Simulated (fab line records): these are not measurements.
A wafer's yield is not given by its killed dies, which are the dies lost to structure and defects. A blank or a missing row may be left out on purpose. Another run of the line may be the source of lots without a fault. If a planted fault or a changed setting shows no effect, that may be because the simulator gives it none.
Which of the tools did it? ; flow n5 finfet ; 9 lots, 26 wafers sampled, at 5 steps of a route of 1938

== WHAT THE GAUGES READ, wafer by wafer ==
N5_BEOL_M0_INSPECT_127: inspects for defects (darkfield). Usual: raw defect count at 71, with a standard deviation of 25.
lot;measured;on;raw defect count;flag
L740;day 6 05:13;defect inspect-02;70 79 66;
L742;day 6 10:11;defect inspect-01;118 73 64;
L746;day 7 14:07;defect inspect-01;62 90;
L751;day 8 14:37;defect inspect-02;77 65 63;
L753;day 9 10:01;defect inspect-02;64 59 69;
L755;day 9 16:34;defect inspect-02;43 49 63;
L756;day 9 22:28;defect inspect-02;61 62 57;
L761;day 11 05:23;defect inspect-02;66 44 53;
L763;day 11 17:28;defect inspect-02;85 53 89;

N5_BEOL_M4_RC_MEAS_101. Usual: DIBL_N 36.5 mV/V, standard deviation 1.7; DIBL_P 36.3 mV/V, standard deviation 2.1; IOFF_N 0.16 nA/um, standard deviation 0.036; IOFF_P 0.21 nA/um, standard deviation 0.037; ION_N 676 uA/um, standard deviation 12; ION_P 462 uA/um, standard deviation 7.6; SS_N 71.5 mV/dec, standard deviation 0.68; SS_P 73.3 mV/dec, standard deviation 0.63; VT_N 249 mV, standard deviation 3.5; VT_P -250 mV, standard deviation 3.5.
lot;measured;on;DIBL_N (mV/V);DIBL_P (mV/V);IOFF_N (nA/um);IOFF_P (nA/um);ION_N (uA/um);ION_P (uA/um);SS_N (mV/dec);SS_P (mV/dec);VT_N (mV);VT_P (mV);flag
L740;day 8 08:06;prober-01;36.5 37.3 37.0;36.5 37.2 36.9;0.18 0.20 0.19;0.22 0.23 0.22;682 687 685;472 463 466;71.6 72.3 72.0;73.3 73.7 73.5;248 247 244;-248 -250 -248;
L742;day 8 10:57;prober-02;36.3 37.3 36.6;36.9 38.5 38.4;0.16 0.17 0.17;0.18 0.19 0.18;681 682 675;452 452 453;71.1 71.8 71.8;73.4 72.8 74.1;250 253 250;-253 -255 -256;
L746;day 9 14:08;prober-02;37.0 35.8;35.0 32.9;0.14 0.12;0.20 0.17;672 664;461 459;71.3 71.0;72.7 72.8;253 257;-249 -251;
L751;day 11 06:54;prober-01;35.1 39.3 36.9;33.4 38.0 36.1;0.11 0.19 0.15;0.14 0.20 0.18;662 684 673;449 454 459;71.0 72.7 71.5;72.6 73.4 73.1;252 247 248;-256 -254 -255;
L753;day 11 14:52;prober-02;36.1 38.9 36.0;35.1 38.4 34.6;0.16 0.22 0.15;0.25 0.31 0.23;675 694 673;479 476 475;70.8 72.2 71.7;73.5 73.6 72.5;247 245 247;-244 -239 -249;
L755;day 12 00:33;prober-02;36.0 34.1 35.2;36.6 34.7 36.3;0.15 0.13 0.15;0.21 0.19 0.21;667 677 675;456 466 466;72.2 71.1 71.9;73.3 73.0 73.5;252 251 251;-250 -250 -250;
L756;day 11 19:54;prober-01;36.5 33.6 35.1;37.1 34.0 36.0;0.16 0.13 0.14;0.22 0.18 0.21;674 667 667;461 460 461;71.1 70.8 71.1;73.9 73.0 73.9;252 252 253;-251 -254 -249;
L761;day 13 05:24;prober-01;35.0 35.4 38.7;34.1 34.3 38.4;0.12 0.12 0.18;0.17 0.17 0.23;665 669 678;457 455 464;71.3 71.1 72.1;72.2 72.6 74.3;252 252 247;-251 -255 -248;
L763;day 13 22:10;prober-01;39.0 36.7 35.6;37.7 36.5 34.4;0.19 0.16 0.13;0.24 0.24 0.19;679 689 679;463 480 464;73.4 70.5 71.2;74.3 73.0 72.9;246 248 250;-247 -246 -252;

== EACH LOT AND THE TOOL THAT RAN IT (in order: tool; ch and the chambers of the sampled wafers; start) ==
lot;N5_BEOL_M1_HM_DEP_02;N5_BEOL_M1_ETCH_74;N5_BEOL_M1_STRIP_19
L740;pvd sputter-02, day 6 07:04;rie diel-05 ch 2,3, day 6 07:47;rie diel-01 ch 1,3, day 6 08:17
L742;pvd sputter-01, day 6 10:46;rie diel-01 ch 1,2, day 6 11:19;rie diel-01 ch 1,2, day 6 11:40
L746;pvd sputter-01, day 7 14:31;rie diel-05 ch 0,2, day 7 15:19;rie diel-04 ch 1,3, day 7 15:39
L751;pvd sputter-02, day 8 15:32;rie diel-05 ch 1,2,3, day 8 16:19;rie diel-05 ch 0,2,3, day 8 16:38
L753;pvd sputter-01, day 9 10:40;rie diel-01 ch 2,3, day 9 11:13;rie diel-04 ch 1,3, day 9 11:32
L755;pvd sputter-01, day 9 17:44;rie diel-01 ch 1,2,3, day 9 18:17;rie diel-04 ch 0,1,3, day 9 18:46
L756;pvd sputter-01, day 9 23:30;rie diel-04 ch 0,1,2, day 10 00:03;rie diel-05 ch 0,1,2, day 10 00:29
L761;pvd sputter-01, day 11 06:05;rie diel-05 ch 0,1,2, day 11 07:06;rie diel-05 ch 0,1,2, day 11 07:25
L763;pvd sputter-01, day 11 18:40;rie diel-05 ch 1,2, day 11 19:32;rie diel-01 ch 0,1,3, day 11 19:55
- N5_BEOL_M1_HM_DEP_02: deposits TiN, target thk 20 nm.
- N5_BEOL_M1_ETCH_74: etches underlayer in N2/H2, target depth 6.5 nm, time 5.2 s.
- N5_BEOL_M1_STRIP_19: strips in O2.

== WHAT THE TOOLS THEMSELVES READ (means of the sampled wafers that have a number; where no wafer has one, the mark that the record gives instead) ==
N5_BEOL_M1_HM_DEP_02. Usual: throttle valve pct at 30.1 %, with a standard deviation of 0.58.
lot;tool;throttle valve pct (%);flag
L740;pvd sputter-02;30.2;
L742;pvd sputter-01;30.1;
L746;pvd sputter-01;30.4;
L751;pvd sputter-02;29.9;
L753;pvd sputter-01;30.0;
L755;pvd sputter-01;30.3;
L756;pvd sputter-01;30.2;
L761;pvd sputter-01;30.5;
L763;pvd sputter-01;30.2;

N5_BEOL_M1_ETCH_74. Usual: drypump motor current A 5.8 A, standard deviation 0.43; etch rf on time s 5.19 s, standard deviation 0.12; oes product au 0.68 a.u., standard deviation 0.052; rf vpp V 524.3 V, standard deviation 2.6; showerhead plenum p Torr 2.55 Torr, standard deviation 0.085; throttle valve pct 17.84 %, standard deviation 0.2.
lot;tool;drypump motor current A (A);etch rf on time s (s);oes product au (a.u.);rf vpp V (V);showerhead plenum p Torr (Torr);throttle valve pct (%);flag
L740;rie diel-05;5.9;5.13;0.65;525.8;2.61;17.97;
L742;rie diel-01;5.9;5.27;0.73;521.1;2.48;17.71;
L746;rie diel-05;5.7;4.35;0.86;525.5;2.59;17.98;OFF
L751;rie diel-05;5.9;4.45;0.73;524.3;2.55;17.99;OFF
L753;rie diel-01;5.7;5.26;0.66;523.6;2.50;17.72;
L755;rie diel-01;5.8;5.26;0.67;522.2;2.49;17.74;
L756;rie diel-04;5.5;5.08;0.70;527.3;2.63;17.63;
L761;rie diel-05;5.8;5.29;0.69;524.2;2.54;17.96;
L763;rie diel-05;5.6;5.18;0.66;523.7;2.53;18.06;

N5_BEOL_M1_STRIP_19. Usual: drypump motor current A 5.8 A, standard deviation 0.42; oes product au 0.82 a.u., standard deviation 0.069; rf vpp V 3.6 V, standard deviation 0.51; showerhead plenum p Torr 2.11 Torr, standard deviation 0.075; throttle valve pct 16.61 %, standard deviation 0.18.
lot;tool;drypump motor current A (A);oes product au (a.u.);rf vpp V (V);showerhead plenum p Torr (Torr);throttle valve pct (%);flag
L740;rie diel-01;6.1;0.82;3.8;2.08;16.43;
L742;rie diel-01;5.5;0.84;3.8;2.05;16.57;
L746;rie diel-04;5.8;0.78;4.0;2.10;16.79;
L751;rie diel-05;5.8;0.82;3.5;2.14;16.71;
L753;rie diel-04;5.8;0.88;4.2;2.23;16.60;
L755;rie diel-04;5.6;0.84;4.0;2.19;16.60;
L756;rie diel-05;5.8;0.83;3.7;2.10;16.76;
L761;rie diel-05;5.8;0.81;4.2;2.10;16.77;
L763;rie diel-01;6.1;0.76;3.1;2.09;16.55;

== THE ANSWER, worked out from the rows above alone ==
Rule: a lot is off if the mean of its wafers that have a number lies more than 3 standard deviations from the usual mean. A lot without any number at a reading at which 4 lots or more have one is off too. All remaining lots with rows at the step are treated as sound. Order of review: gauges by route order, followed by the tools' own readings, for which a lot's mean as printed above is used. At the first step where some lot is off, the reading lying furthest off is the one used; lots without a number count as furthest.
Off, at N5_BEOL_M1_ETCH_74 on etch rf on time s: L746, L751.
A tool fits if, at that step or a process step before it, it ran every lot that is off, and no sound lot after the first of them. No candidate that was tried fits.

== WHAT THE SIMULATOR HAD INSERTED ==
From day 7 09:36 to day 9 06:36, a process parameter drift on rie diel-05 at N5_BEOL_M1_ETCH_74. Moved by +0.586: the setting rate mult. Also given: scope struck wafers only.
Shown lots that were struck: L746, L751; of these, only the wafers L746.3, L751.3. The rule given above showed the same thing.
